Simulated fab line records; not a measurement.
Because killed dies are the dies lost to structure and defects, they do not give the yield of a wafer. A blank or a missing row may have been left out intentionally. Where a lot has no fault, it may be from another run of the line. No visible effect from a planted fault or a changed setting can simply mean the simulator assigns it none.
A struck lot beside a sound one ; flow n5 finfet ; 40 out of 1938 route steps
Sound: wafers L324.2, L324.3, L324.5. Wafers L330.1, L330.4, L330.5 were the ones struck. Last of all comes the cause.
At each step with rows: each side's tool, then ch and its chambers, then its first start. Under that, the readings that differ: sound wafers ; struck wafers ; difference of the means ; sigmas: that difference in standard deviations of wafers without a fault.
alike: readings with means less than 2 such deviations apart, plus words and numbers identical on both sides. not compared: withheld readings, readings lacking a value on some wafer, bounds such as >300 that could conceal the same value, and numbers that have no deviation in the record and whose values overlap.
A row with sigmas, a row that says differs or no value, or rows on one side alone: a step with any of these is where the two part. Numbers that have no deviation but don't overlap get no sigmas and don't part them. A reading that every wafer of one side lacks parts them only if that side has two wafers or more.

first, 3 steps without rows for these wafers: N5_SD_EPI_P_ETCH_36 (etches SiARC in CF4, target depth 45.5 nm, time 75.8 s); N5_SD_EPI_P_ETCH_37 (etches SOC in N2/H2, overetch 108 nm, time 486 s); N5_SD_EPI_P_STRIP_38 (strips in N2/H2).
N5_SD_EPI_P_ETCHBACK_46: etches SiNx in CH3F/O2, stops on SiO2, target depth 17.5 nm.
  sound on rie diel-01 ch 0,2,3, day 4 03:59; struck on rie diel-06 ch 1,2, day 5 08:08
  alike: CH3F_flow_sccm, bias w, drypump motor current A, oes product au, rf vpp V, showerhead plenum p Torr, throttle valve pct
  not compared: rf hours counter h
N5_SD_EPI_P_ETCH_47: etches SiOCN in CH3F/O2, target depth 25 nm.
  sound on rie diel-01 ch 0,2,3, day 4 04:05; struck on rie diel-06 ch 1,2, day 5 08:14
  alike: CH3F_flow_sccm, bias w, drypump motor current A, oes product au, rf vpp V, showerhead plenum p Torr, throttle valve pct
  not compared: rf hours counter h
then, 7 steps without rows for these wafers: N5_SD_EPI_P_ETCH_16 (etches SiO2 in CHF3/O2, target depth 5 nm); N5_SD_EPI_P_STRIP_50 (strips in CHF3/O2); N5_SD_EPI_P_SD_RECESS_17 (chemistry HBr/Cl2/O2, target depth 39.1 nm, bt time 3 s); N5_SD_EPI_P_WET_ETCH_45 (etches SiO2 in dHF, time 10.7 s, target depth 2 nm, rinse time 30 s); N5_SD_EPI_P_STRIP_40 (strips in N2/H2); N5_SD_EPI_P_PRECLEAN_52 (cleans in O3/DIW, time 60 s); N5_SD_EPI_P_SRD_20 (time 30 s).
N5_SD_EPI_P_PRECLEAN_51: cleans in NF3:NH3, afs cycles 1, time 20 s, sublimation time 60 s.
  sound on epi rpcvd-02 ch 0, day 4 04:36; struck on epi rpcvd-01, day 5 08:42
  no value came back on the struck wafers for afs cycles, chamber pressure Torr (Torr), time s (s); on the sound wafers afs cycles reads 1 1 1
reading;sound;struck;difference;sigmas
model.SiNx_of_SD_EPI_N_LINER_46.thk nm (nm);2.6 2.6 2.6;3 3 3;+0;
then, 1 step without rows for these wafers: N5_SD_EPI_P_VAPOR_ETCH_44 (etches SiGe30 in NF3/Ar, time 3.3 s).
N5_SD_EPI_P_EPI_21: deposits SiGe:B, time 355 s.
  sound on epi rpcvd-02 ch 0, day 4 05:17; struck on epi rpcvd-01 ch 0, day 5 09:11
reading;sound;struck;difference;sigmas
model.SiGe-B_of_SD_EPI_P_EPI_21.thk nm (nm);61 61.6 60.4;1.4 1.6 0.2;-59.9;
then, 6 steps without rows for these wafers: N5_SD_EPI_P_HM_STRIP_48 (strips SiNx in H3PO4, material SiNx, target depth 3 nm); N5_SD_EPI_P_SRD_49 (time 30 s); N5_SD_EPI_P_PRECLEAN_24 (cleans in O3/DIW, time 45 s); N5_SD_EPI_P_PRECLEAN_32 (cleans in dHF, time 10 s); N5_SD_EPI_P_PRECLEAN_33 (cleans in SC2, time 45 s); N5_SD_EPI_P_SRD_25 (time 30 s).
N5_SD_EPI_P_INSPECT_26: inspects for defects (darkfield).
  sound on defect inspect-01 at day 4 07:21; struck on defect inspect-01 at day 5 12:16
  alike: raw defect count
then, 2 steps without rows for these wafers: N5_SD_ACTIVATION_RTA_00 (time 0 s); N5_SD_ACTIVATION_LSA_01 (time 0.0008 s).
N5_SD_ACTIVATION_INSPECT_02: inspects for defects (darkfield).
  rows exist in the record for the sound wafers here (defect inspect-01, day 4 08:18), none for the struck ones
N5_ILD0_LINER_00: material SiNx, target thk 4 nm, pulse time 1 s, purge time 2 s.
  the record has rows for the sound wafers here (ald sin-01 ch 0,1,2, day 4 08:20) and none for the struck ones
then, 3 steps without rows for these wafers: N5_ILD0_FCVD_FILL_01 (material SiO2 flowable, target thk 200 nm, time 328.3 s); N5_ILD0_CURE_02 (time 1800 s); N5_ILD0_CMP_03 (polishes, stops on SiNx, t overpolish 1.9 s, target thk 197.38 nm).
N5_ILD0_THK_MEAS_04:
  rows exist in the record for the sound wafers here (film metro-01, day 4 11:01), none for the struck ones
N5_ILD0_CMP_07: polishes SiO2 flowable, stops on poly-Si, t overpolish 1.18 s, target thk 138.88 nm.
  the record has rows for the sound wafers here (cmp-03 ch 0,2,3, day 4 11:02) and none for the struck ones
N5_ILD0_THK_MEAS_08:
  rows exist in the record for the sound wafers here (film metro-01, day 4 11:20), none for the struck ones
then, 2 steps without rows for these wafers: N5_ILD0_PRECLEAN_10 (cleans in NF3:NH3, afs cycles 5, time 20 s, sublimation time 60 s); N5_ILD0_ALD_15 (deposits SiNx, target thk 24 nm, pulse time 1 s, ald cycles 480).
N5_ILD0_CMP_12: polishes SiNx, stops on poly-Si, t overpolish 6 s, target thk 17.67 nm.
  the record has rows for the sound wafers here (cmp-01 ch 0,1, day 4 14:32) and none for the struck ones
N5_ILD0_THK_MEAS_13:
  rows exist in the record for the sound wafers here (film metro-02, day 4 14:48), none for the struck ones
N5_ILD0_INSPECT_06: inspects for defects (darkfield).
  rows exist in the record for the sound wafers here (defect inspect-01, day 4 14:50), none for the struck ones
then, 2 steps without rows for these wafers: N5_SDB_HM_DEP_00 (deposits SiNx from SiH4/NH3/N2, target thk 40 nm, time 35.3 s); N5_SDB_COAT_03 (time 60 s, resist thk 100 nm).
N5_MOL_CONTACT_COAG_ETCH_110: etches Si in CF4/O2, target depth 2.5 nm, time 8 s.
  the record has rows for the sound wafers here (rie diel-03 ch 2,3, day 5 16:08) and none for the struck ones

== WHERE THEY PART ==
First at N5_SD_EPI_P_PRECLEAN_51; last, within this record, at N5_MOL_CONTACT_COAG_ETCH_110.

WHY: whatever the simulator had introduced
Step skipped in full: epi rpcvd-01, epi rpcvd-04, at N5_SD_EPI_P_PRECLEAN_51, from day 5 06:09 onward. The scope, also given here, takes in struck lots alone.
